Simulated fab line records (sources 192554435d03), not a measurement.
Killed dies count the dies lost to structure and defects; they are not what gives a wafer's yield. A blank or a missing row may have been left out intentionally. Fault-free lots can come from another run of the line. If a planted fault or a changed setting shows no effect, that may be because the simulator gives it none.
Matching of chambers    flow n5 finfet    4 sister chambers for N5_FIN_SAQP_ETCH_51 on rie diel-02
The step etches SiARC in CF4, target depth 45.5 nm, time 75.8 s. 14 wafers are shown with their chamber, then 7 later ones without.

## WAFERS PAIRED WITH THEIR CHAMBERS
wafer   chamber  throttle valve pct (%)  drypump motor current A (A)  showerhead plenum p Torr (Torr)
L075.1  0        15.33                   6.1                          2.03
L075.4  3        15.31                   6.4                          2.07
L075.5  3        15.29                   6.3                          2.07
L077.3  0        15.37                   6.1                          2.03
L077.4  2        15.69                   5.2                          2.14
L077.5  0        15.36                   6.1                          2.03
L079.3  3        15.32                   6.4                          2.06
L079.4  1        15.86                   5.5                          2.13
L079.6  1        15.86                   5.4                          2.13
L081.2  3        15.31                   6.3                          2.06
L081.3  1        15.85                   5.5                          2.13
L081.5  1        15.87                   5.5                          2.13
L082.1  2        15.70                   5.2                          2.14
L082.4  1        15.88                   5.5                          2.12

SIGNATURES (means of the wafers above)
reading                   chamber 0  chamber 1  chamber 2  chamber 3  scatter within a chamber
throttle valve pct        15.3533    15.8640    15.6950    15.3075    0.0138
drypump motor current A   6.100      5.480      5.200      6.350      0.0424
showerhead plenum p Torr  2.0300     2.1280     2.1400     2.0650     0.00424
Rule: for each reading, subtract the chamber's mean from the wafer's reading, divide by that reading's scatter and square the result; add these up over the readings and take the root, which gives the wafer's distance from the chamber. If the next closest chamber is less than 2 further off than the closest, the wafer can't be placed; otherwise it belongs to the closest. The scatter: take each reading less its chamber's mean, square it, sum over the shown wafers, divide by the number of wafers less the number of chambers, and take the root.

## WAFERS WHOSE CHAMBER IS MISSING
wafer   throttle valve pct (%)  drypump motor current A (A)  showerhead plenum p Torr (Torr)
L082.6  15.36                   6.0                          2.03
L089.1  15.91                   5.4                          2.12
L089.3  15.36                   6.3                          2.06
L089.4  15.73                   5.2                          2.14
L092.1  15.91                   5.5                          2.12
L092.3  15.36                   6.3                          2.05
L092.6  15.37                   6.4                          2.05

## CHAMBER TAKEN BY EACH
wafer   from the rows above      in truth
L082.6  0                        0
L089.1  1                        1
L089.3  3                        3
L089.4  2                        2
L092.1  1                        1
L092.3  can't be placed: 3 or 0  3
L092.6  3                        3
6 of 7 placed correctly. Not placeable from these rows: 1 (in 1, the candidates include the true chamber). Wrongly placed: 0.
